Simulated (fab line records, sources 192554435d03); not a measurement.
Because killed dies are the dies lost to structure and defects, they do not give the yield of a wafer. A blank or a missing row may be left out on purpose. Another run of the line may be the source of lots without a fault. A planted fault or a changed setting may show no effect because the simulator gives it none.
fab line records ; flow n5_finfet
record: lots: 7; wafers: 39
route steps=1938 shown BEOL_M15@1808 TV_OPEN@1890
start_h: hours from the record's opening day to when the first of the lot's shown wafers began ; wait_h: how many hours have passed since the lot's step before this one ; " same as the row above ; L1.1+2: several wafers, shown together as one row ; - either no value or no given start ; * or withheld: withheld ; < > ~ a bound
route shown NAME@n: names a module that has steps shown in the file, with the first one's number in the route ; usual: the fault-free wafers' mean and standard deviation ; same: alike in all rows ; chamber/n: place in a boat ; sites: each site's reading ; _std_site: their standard deviation ; _edge_site: mean of outer sites minus mean of inner sites ; radius_mm: for every site, how far away it sits from the centre of the wafer ; mask NAME#n: copy n ; behind: the most recent tool/chamber to have shaped the wafer ; hold: the reason the lot was held/the length of the hold in hours/how it ended ; device: the transistor (n, p or np) that didn't switch ; end of line: at the end of the route, the tests of the same wafers ; a step with no rows: only its recipe ; killed: not the wafer's yield, but the dies lost to structure and defects at the first sort ; map: shows each die of a wafer: x if killed, . if not, _ if none is there
set.NAME: the run value of the setting; set.NAME@STEP: its run value at that earlier step ; model.NAME: the simulator's own value behind a step, which no gauge read
lots run with intentionally changed settings; tables by step, rows by wafer
== steps ==
step: N5_BEOL_M15_ETCH_61
recipe: chemistry: N2/H2; target: BARC; target_depth_a: 890; overetch_a: 267; time_s: 67.9; ion_energy_ev: 200; pressure_mtorr: 30; source_w: 840; bias_w: 150; n2_flow_sccm: 200; h2_flow_sccm: 200
lot.wafer;tool;chamber;start_h;wait_h;set.time_s;model.coat_of_BEOL_M15_COAT_22.thk_nm
L077.1;rie_diel-05;0;261.87;0.0;67.9;718
L077.2;rie_diel-05;1;261.87;0.0;67.9;720.6
L077.3;rie_diel-05;3;261.87;0.0;67.9;722
L077.4;rie_diel-05;2;261.87;0.0;67.9;718.2
L077.5;rie_diel-05;2;261.87;0.0;67.9;717
L077.6;rie_diel-05;1;261.87;0.0;67.9;719.6
L079.1+2;rie_diel-05;0,2;269.25;0.0;67.9;714.2
L079.3;rie_diel-05;1;269.25;0.0;67.9;720.4
L079.4+5;rie_diel-05;3;269.25;0.0;67.9;719.4
L079.6;rie_diel-05;2;269.25;0.0;67.9;715.8
L090.1;rie_diel-03;0;326.60;0.0;67.9;721.2
L090.2;rie_diel-03;2;326.60;0.0;67.9;716.2
L090.5;rie_diel-03;2;326.60;0.0;67.9;717.6
L092.1;rie_diel-01;1;335.41;0.0;67.9;718.8
L092.2;rie_diel-01;0;335.41;0.0;93.23;695.4
L092.3;rie_diel-01;2;335.41;0.0;93.23;694.4
L092.4;rie_diel-01;1;335.41;0.0;93.23;693.4
L092.5;rie_diel-01;2;335.41;0.0;67.9;720.2
L092.6;rie_diel-01;0;335.41;0.0;67.9;717.6
L093.1+5;rie_diel-05;3,2;339.39;0.0;67.9;721.4
L093.2;rie_diel-05;2;339.39;0.0;67.9;718.8
L093.3;rie_diel-05;0;339.39;0.0;67.9;719.2
L093.4;rie_diel-05;1;339.39;0.0;67.9;720.4
L093.6;rie_diel-05;1;339.39;0.0;67.9;722
L095.1;rie_diel-03;3;369.33;0.0;82.67;709.2
L095.2;rie_diel-03;0;369.33;0.0;82.67;712.8
L095.3;rie_diel-03;2;369.33;0.0;67.9;723
L095.4;rie_diel-03;1;369.33;0.0;82.67;707
L095.5;rie_diel-03;3;369.33;0.0;67.9;721.2
L095.6;rie_diel-03;0;369.33;0.0;67.9;726.4
L097.1;rie_diel-01;1;382.81;0.0;67.9;710.2
L097.2;rie_diel-01;3;382.81;0.0;67.9;707.4
L097.3+6;rie_diel-01;2,3;382.81;0.0;67.9;710.8
L097.4;rie_diel-01;0;382.81;0.0;67.9;711.8
L097.5;rie_diel-01;0;382.81;0.0;67.9;712.4
step: N5_PASSIVATION_ETCH_15
recipe: chemistry: CF4/N2; target: SiCN; target_depth_a: 750; taper_deg: 2; time_s: 81.2; ion_energy_ev: 150; mask_material: SiNx; pressure_mtorr: 40; source_w: 430; bias_w: 70; Ar_flow_sccm: 100; cf4_flow_sccm: 60; n2_flow_sccm: 60
lot.wafer;tool;chamber;start_h;wait_h;set.target_depth_a;model.etch.depth_nm
L077.1;rie_diel-03;1;-;-;750;64.54
L077.2;rie_diel-03;2;-;-;750;65.24
L077.3;rie_diel-03;0;-;-;750;61.94
L077.4;rie_diel-03;3;-;-;750;66.35
L077.5;rie_diel-03;0;-;-;750;61.36
L077.6;rie_diel-03;1;-;-;750;64.81
L079.1;rie_diel-05;3;-;-;552.8;47.78
L079.2;rie_diel-05;1;-;-;750;65.2
L079.3;rie_diel-05;0;-;-;552.8;49.5
L079.4;rie_diel-05;2;-;-;750;68.06
L079.5;rie_diel-05;3;-;-;552.8;47.64
L079.6;rie_diel-05;0;-;-;750;67.7
L090.1;rie_diel-03;2;-;-;750;64.59
L090.2;rie_diel-03;1;-;-;750;64.28
L090.5;rie_diel-03;2;-;-;750;65.43
L092.1;rie_diel-01;1;-;-;750;66.9
L092.2;rie_diel-01;0;-;-;750;66.33
L092.3;rie_diel-01;2;-;-;750;64.06
L092.4;rie_diel-01;0;-;-;750;65.89
L092.5;rie_diel-01;2;-;-;750;64.91
L092.6;rie_diel-01;1;-;-;750;66.41
L093.1;rie_diel-05;0;-;-;750;66.75
L093.2;rie_diel-05;1;-;-;553.1;47.21
L093.3;rie_diel-05;3;-;-;750;66.53
L093.4;rie_diel-05;2;-;-;553.1;49.36
L093.5;rie_diel-05;3;-;-;750;66.34
L093.6;rie_diel-05;2;-;-;553.1;49.59
L095.1;rie_diel-03;2;-;-;478.6;41.86
L095.2;rie_diel-03;3;-;-;750;66.32
L095.3;rie_diel-03;0;-;-;750;62.53
L095.4;rie_diel-03;1;-;-;478.6;41.06
L095.5;rie_diel-03;1;-;-;478.6;41.47
L095.6;rie_diel-03;0;-;-;750;62.44
L097.1;rie_diel-05;2;-;-;750;65.53
L097.2;rie_diel-05;0;-;-;1089;96.4
L097.3;rie_diel-05;1;-;-;750;63.96
L097.4;rie_diel-05;3;-;-;1089;95.03
L097.5;rie_diel-05;2;-;-;1089;95.04
L097.6;rie_diel-05;1;-;-;750;64.22
== key ==
split: step: N5_BEOL_M15_ETCH_61; setting: time_s; stated: 67.9; by: wafer
response: step: N5_BEOL_M15_ETCH_61; reading: model.coat_of_BEOL_M15_COAT_22.thk_nm; change: -0.651; per: 1%; r: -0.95
split: step: N5_PASSIVATION_ETCH_15; setting: target_depth_a; stated: 750; by: wafer
response: step: N5_PASSIVATION_ETCH_15; reading: model.etch.depth_nm; change: +0.668; per: 1%; r: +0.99
